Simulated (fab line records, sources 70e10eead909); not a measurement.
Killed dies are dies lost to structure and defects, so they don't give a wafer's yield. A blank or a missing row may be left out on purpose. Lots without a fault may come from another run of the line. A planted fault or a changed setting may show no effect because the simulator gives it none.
A struck lot beside a sound one | flow nand_harc | 43 steps out of a route of 1302
Sound: wafers L702.1, L702.4, L702.5. Struck: wafers L697.1, L697.2, L697.4. The cause comes at the end.
At each step with rows: each side's tool, then ch and its chambers, then its first start. Under that, the readings that differ: sound wafers | struck wafers | difference of the means | sigmas: that difference in standard deviations of wafers without a fault.
alike: readings whose means differ by less than 2 such deviations, and words and numbers that are the same on both sides. not compared: withheld readings, readings that some wafer has no value for, bounds like >300 that may hide the same value, and numbers for which the record gives no deviation and whose values overlap.
The two part at a step that has a row with sigmas, a row that says differs or no value, or rows on one side only. Numbers that don't overlap but have no deviation are shown without sigmas and don't part them. A reading that every wafer of one side lacks parts them only if that side has two wafers or more.

first, 1 step without rows for these wafers: NHARC_P_M2_PVD_20 (deposits TaN, target thk 5 nm, time 8.06 s).
NHARC_P_M2_PVD_21: deposits Cu, target thk 30 nm, time 20.49 s.
  sound on pvd_sputter-01; struck on pvd_sputter-01
  alike: substrate_temp_c, throttle_valve_pct
then, 3 steps without rows for these wafers: NHARC_P_M2_ECD_22 (material Cu, target thk 400 nm); NHARC_P_M2_ANNEAL_31 (time 90 s); NHARC_P_M2_CMP_23 (polishes, t overpolish 20 s, target thk 144.3 nm).
NHARC_P_M2_THK_MEAS_24: measures by xrf.
  sound on film_metro-02, day 13 05:15; struck on film_metro-02, day 10 21:53
  alike: thk_nm
then, 1 step without rows for these wafers: NHARC_P_M2_SRD_25.
NHARC_P_M2_INSPECT_27:
  sound on defect_inspect-01, day 13 05:25; struck on defect_inspect-01, day 10 22:02
  alike: raw_defect_count
then, 3 steps without rows for these wafers: NHARC_P_M2_PRE_CLEAN_32 (time 12 s); NHARC_P_M2_DEP_33 (deposits SiCN, target thk 30 nm); NHARC_P_BONDPAD_DEP_00 (deposits SiCN, target thk 250 nm).
NHARC_P_BONDPAD_CMP_32: polishes SiCN, target thk 200 nm.
  sound on cmp-03 ch 0,1,2, day 13 06:24; struck on cmp-01 ch 0,1,2, day 10 23:00
  alike: motor_current_A
NHARC_P_BONDPAD_THK_MEAS_33: measures by ellipsometry.
  sound on film_metro-01, day 13 06:37; struck on film_metro-02, day 10 23:15
  alike: thk_nm
then, 10 steps without rows for these wafers: NHARC_P_BONDPAD_SRD_34; NHARC_P_BONDPAD_DEHYDRATE_01 (time 120 s); NHARC_P_BONDPAD_HMDS_02 (time 30 s); NHARC_P_BONDPAD_COAT_36 (time 65 s); NHARC_P_BONDPAD_COAT_03 (resist thk 600 nm); NHARC_P_BONDPAD_SOFTBAKE_04 (time 70 s); NHARC_P_BONDPAD_EBR_05; NHARC_P_BONDPAD_EXPOSE_06 (exposes mask P BPAD); NHARC_P_BONDPAD_PEB_07 (peb time 80 s); NHARC_P_BONDPAD_DEVELOP_08 (time 50 s).
NHARC_P_BONDPAD_CD_MEAS_09: target cd 500 nm.
  sound on cd_sem-02 ch 0, day 13 07:04; struck on cd_sem-03 ch 0, day 10 23:49
  alike: cd_nm
NHARC_P_BONDPAD_OVL_MEAS_38:
  sound on overlay-01, day 13 07:09; struck on overlay-01, day 10 23:54
  alike: overlay_x_nm, overlay_y_nm
then, 1 step without rows for these wafers: NHARC_P_BONDPAD_HARDBAKE_10 (time 65 s).
NHARC_P_BONDPAD_DESCUM_11: chemistry O2, time 3 s.
  sound on rie_diel-08 ch 0,1,3, day 13 07:17; struck on rie_diel-12 ch 1,2,3, day 11 00:01
  alike: drypump_motor_current_A, oes_product_au, rf_vpp_V, showerhead_plenum_p_Torr, throttle_valve_pct
  not compared: rf_hours_counter_h
NHARC_P_BONDPAD_ETCH_37: etches the open film in N2/H2, target depth 60 nm, overetch 18 nm, time 65.91 s.
  sound on rie_diel-08 ch 2,3, day 13 07:22; struck on rie_diel-12 ch 2,3, day 11 00:08
  alike: drypump_motor_current_A, oes_product_au, rf_vpp_V, showerhead_plenum_p_Torr, throttle_valve_pct
  not compared: rf_hours_counter_h
then, 1 step without rows for these wafers: NHARC_P_BONDPAD_ETCH_12 (etches the open film in CHF3/O2, target depth 200 nm, time 100 s).
NHARC_P_BONDPAD_CD_MEAS_13:
  sound on cd_sem-02, day 13 07:35; struck on cd_sem-01, day 11 00:23
  alike: cd_nm
then, 4 steps without rows for these wafers: NHARC_P_BONDPAD_STRIP_15 (strips in O2); NHARC_P_BONDPAD_ETCH_24 (etches the open film in CF4/N2, target depth 30 nm, time 72.99 s); NHARC_P_BONDPAD_STRIP_16 (strips in post etch residue remover, time 600 s); NHARC_P_BONDPAD_DEGAS_25 (time 60 s).
NHARC_P_BONDPAD_PRE_CLEAN_26: time 30 s.
  sound on pvd_sputter-03; struck on pvd_sputter-01
  reading              | sound                | struck      | difference                    | sigmas
  heater_power_w (W)   | 353 420 358          | 532 465 486 | +117                          | +2
  susceptor_temp_C (C) | 280.16 279.74 280.04 | - - -       | no value on the struck wafers |
then, 1 step without rows for these wafers: NHARC_P_BONDPAD_PVD_17 (deposits TaN, target thk 5 nm, time 8.06 s).
NHARC_P_BONDPAD_PVD_27: deposits Cu, target thk 30 nm, time 20.49 s.
  sound on pvd_sputter-03; struck on pvd_sputter-01
  alike: substrate_temp_c, throttle_valve_pct
then, 3 steps without rows for these wafers: NHARC_P_BONDPAD_ECD_18 (material Cu, target thk 400 nm); NHARC_P_BONDPAD_ANNEAL_28 (time 90 s); NHARC_P_BONDPAD_CMP_19 (polishes, t overpolish 30 s, cu recess touch 16 s, target thk 160.81 nm).
NHARC_P_BONDPAD_THK_MEAS_20: measures by xrf.
  sound on film_metro-01, day 13 09:43; struck on film_metro-01, day 11 02:28
  alike: thk_nm
NHARC_P_BONDPAD_ACTIVATE_29: chemistry N2, time 60 s.
  sound on rie_diel-08 ch 0,1,2, day 13 10:00; struck on rie_diel-12 ch 1,3, day 11 05:17
  reading | sound | struck                                                                     | difference                   | sigmas
  hold    | - - - | await_dispo/2.4h/release await_dispo/2.4h/release await_dispo/2.4h/release | no value on the sound wafers |
  alike: drypump_motor_current_A, oes_product_au, rf_vpp_V, showerhead_plenum_p_Torr
  not compared: rf_hours_counter_h
-- the record jumps here: 18 days lie between the struck wafers' starts before and after (it left off in module P_BONDPAD and takes up again in module END, whose first step shown is number 1302 of the route) --
NHARC_END_SORT_01:
  sound on prober-01 ch 0, day 30 17:28; struck on prober-02 ch 0, day 29 09:07
  reading                  | sound          | struck         | difference | sigmas
  defect_limited_yield (%) | 85.7 87.3 88.2 | 36.0 38.6 36.5 | -50.0      | -17
  killed_at_array          | 93 82 74       | 17 24 19       | -63        | -3
  killed_at_other          | 2 2 3          | 0 1 0          | -2         | -2
  killed_at_periphery      | 2 2 3          | 416 391 411    | +404       | +99 or more
  killed_dies              | 97 86 80       | 433 416 430    | +339       | +17
  alike: killed_open, killed_short

WHERE THEY PART
First at NHARC_P_BONDPAD_PRE_CLEAN_26; last, within this record, at NHARC_END_SORT_01.

WHY: what the simulator had put in
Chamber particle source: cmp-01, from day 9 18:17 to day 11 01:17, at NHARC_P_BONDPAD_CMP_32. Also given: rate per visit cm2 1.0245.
